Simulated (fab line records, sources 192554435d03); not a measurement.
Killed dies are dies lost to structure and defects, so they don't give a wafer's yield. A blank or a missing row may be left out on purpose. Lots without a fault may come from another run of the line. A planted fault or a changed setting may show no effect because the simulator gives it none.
Split-lot experiment | flow n5_finfet | 7 lots, 21 wafers read, on a route of 1938 steps

THE SPLIT
At N5_BEOL_M7_ETCH_41 (etches SiCN in CH3F/O2, target depth 31.9 nm, time 57.8 s), the setting bias_w was moved away from the recipe's 75 W on 7 of the 21 wafers read, by -14.8% to +11.9%. The other wafers ran this setting at the recipe's value.

The reading is taken at the split's own step.

THE READING
rf_vpp_V, in V, at N5_BEOL_M7_ETCH_41 (etches SiCN in CH3F/O2, target depth 31.9 nm, time 57.8 s). Fault-free wafers of this fab line usually give 297.4 V, standard deviation 1.8 V.

wafer  | tool, chamber at the split | bias_w as run, W | against the recipe | rf_vpp_V, V | against lot-mates on the recipe
L080.1 | rie_diel-06, 2             | 75               | recipe             | 298.9       | -
L080.2 | rie_diel-06, 0             | 75               | recipe             | 297.9       | -
L080.4 | rie_diel-06, 1             | 75               | recipe             | 294.1       | -
L079.2 | rie_diel-06, 0             | 83.94            | +11.9%             | 321.2       | +27.9
L079.3 | rie_diel-06, 2             | 83.94            | +11.9%             | 320.5       | +27.2
L079.4 | rie_diel-06, 1             | 75               | recipe             | 293.3       | -
L085.2 | rie_diel-06, 0             | 69.88            | -6.8%              | 284.7       | -9.2
L085.4 | rie_diel-06, 3             | 69.88            | -6.8%              | 284.3       | -9.6
L085.6 | rie_diel-06, 1             | 75               | recipe             | 293.9       | -
L094.2 | rie_diel-06, 3             | 75               | recipe             | 296.8       | -
L094.5 | rie_diel-06, 3             | 75               | recipe             | 296.6       | -
L094.6 | rie_diel-06, 2             | 75               | recipe             | 299.1       | -
L093.2 | rie_diel-04, 0             | 75               | recipe             | 299.1       | -
L093.3 | rie_diel-04, 2             | 75               | recipe             | 296.8       | -
L093.4 | rie_diel-04, 3             | 81.07            | +8.1%              | 312.7       | +14.7
L095.2 | rie_diel-01, 2             | 63.9             | -14.8%             | 268.8       | -28.3
L095.4 | rie_diel-01, 3             | 63.9             | -14.8%             | 267.7       | -29.4
L095.5 | rie_diel-01, 1             | 75               | recipe             | 297.1       | -
L097.1 | rie_diel-01, 2             | 75               | recipe             | 298.7       | -
L097.3 | rie_diel-01, 1             | 75               | recipe             | 296.9       | -
L097.6 | rie_diel-01, 2             | 75               | recipe             | 298.4       | -

THE FIT
A straight line over all 21 wafers: rf_vpp_V changes by +1.95 V for each +1% of bias_w; r = +0.99; the points scatter about the line by 1.7 V.
The same after taking each lot's own level away (the mean of its wafers on the recipe; 21 wafers): +2.01 V for each +1%; r = +0.99; scatter 2 V.
On that fit, the largest move of bias_w shifts the reading by 30 V.
The lots' own levels span 293.30 to 298.00 V, that is 2.6 times the standard deviation above.
So the lot-to-lot level changes the slope little: the two slopes agree.
Check: with one of the wafers moved furthest among these (-14.8%) left out of the fit, the line predicts -29.2 V for it against its lot-mates. It came out at -28.3 V against them.
Tool readings at the split's step, against how far the setting was moved: rf_vpp_V r = +0.99.

OTHER SPLITS ON THESE WAFERS
These wafers also went through other splits before the reading. Each is held against what the fit with the lots' levels taken away leaves over:
other split on the same wafers   | wafers away from the commonest value | r with rf_vpp_V (lot level and that fit taken away)
N5_BEOL_M5_TRENCH_ETCH_37 time_s | 9                                    | -0.16
N5_BEOL_M6_EXPOSE_25 dose_mj     | 4                                    | -0.37
N5_BEOL_M7_ETCH_66 bias_w        | 8                                    | +0.09

THE FILE'S OWN FIT
rf_vpp_V changes by +1.98 V for each +1% of bias_w, r = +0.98.
